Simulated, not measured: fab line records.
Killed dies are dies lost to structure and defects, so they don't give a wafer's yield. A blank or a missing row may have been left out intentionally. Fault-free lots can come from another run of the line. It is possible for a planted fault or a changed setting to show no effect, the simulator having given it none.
2 desks looking at one fault || flow nand-harc || only its own numbers are on each desk; what lay behind them is given at the end

== METROLOGY DESK ==
What the gauges read for every lot (on any tool): the sampled wafers with a number, averaged. The brackets show how far a lot's mean lies from the usual mean; more than 4 standard deviations puts the lot out of limits, marked OUT.
Columns: A = cd-nm at NHARC_P_CONTACT_CD_MEAS_12, usual 89.9 nm
{"lot": "L911", "first seen here": "day 6 01:24", "A": 89.9}
{"lot": "L912", "first seen here": "day 6 03:56", "A": 88.9}
{"lot": "L919", "first seen here": "day 9 02:42", "A": "96.2 (+9.5) OUT"}
{"lot": "L920", "first seen here": "day 9 09:36", "A": "94.2 (+6.6) OUT"}
{"lot": "L921", "first seen here": "day 9 21:40", "A": "95.0 (+7.7) OUT"}
{"lot": "L923", "first seen here": "day 10 19:02", "A": 89.4}
{"lot": "L924", "first seen here": "day 11 22:58", "A": 90.0}
{"lot": "L927", "first seen here": "day 12 09:41", "A": 91.4}
{"lot": "L928", "first seen here": "day 12 21:36", "A": 90.0}
{"lot": "L929", "first seen here": "day 13 09:41", "A": 89.7}
{"lot": "L930", "first seen here": "day 13 17:59", "A": 90.4}
{"lot": "L931", "first seen here": "day 14 20:50", "A": 89.9}
{"lot": "L932", "first seen here": "day 15 02:03", "A": 90.2}
{"lot": "L933", "first seen here": "day 15 03:29", "A": 89.3}
{"lot": "L934", "first seen here": "day 15 22:17", "A": 90.0}
This desk's finding: out of limits on L919, L920, L921; first on L919, day 9 02:42 (cd-nm at NHARC_P_CONTACT_CD_MEAS_12). L911, L912, L923, L924, L927, L928, L929, L930, L931, L932, L933, L934: within limits.

== DESK OF THE TOOL OWNER: litho-track-01 ==
The tool's own readings at NHARC_P_CONTACT_PEB_10 (peb time 65 s): means of the sampled wafers that have a number, for each lot that ran on this tool. The brackets show how far a lot's mean lies from the usual mean; more than 4 standard deviations puts the lot out of limits, marked OUT.
Columns: A = plate-temp-C at NHARC_P_CONTACT_PEB_10, usual 100.01 C
{"lot": "L911", "first seen here": "day 6 01:19", "A": 99.90}
{"lot": "L919", "first seen here": "day 9 02:37", "A": 99.81}
{"lot": "L920", "first seen here": "day 9 09:31", "A": 100.07}
{"lot": "L921", "first seen here": "day 9 21:35", "A": 100.03}
{"lot": "L929", "first seen here": "day 13 09:37", "A": 100.03}
{"lot": "L930", "first seen here": "day 13 17:54", "A": 100.18}
{"lot": "L932", "first seen here": "day 15 01:58", "A": 99.95}
{"lot": "L934", "first seen here": "day 15 22:13", "A": 99.95}
This desk's verdict: no lot among the 8 shows anything out of limits.

== PUT TOGETHER ==
Metrology desk: alarm possible at day 9 02:42 on L919, L920, L921.
Nothing out of limits was seen by the tool owner's desk.
On record at the tool owner's desk: L919, L920, L921, within its limits.
All the named lots went through NHARC_P_CONTACT_PEB_10 on litho-track-01.

== WHAT THE SIMULATOR PUT IN ==
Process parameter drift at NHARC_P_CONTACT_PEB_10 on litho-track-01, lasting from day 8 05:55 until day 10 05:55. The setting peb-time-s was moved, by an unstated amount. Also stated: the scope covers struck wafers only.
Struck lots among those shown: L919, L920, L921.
Hours from the fault's start to each desk's first reading out of limits: the metrology desk, 21.
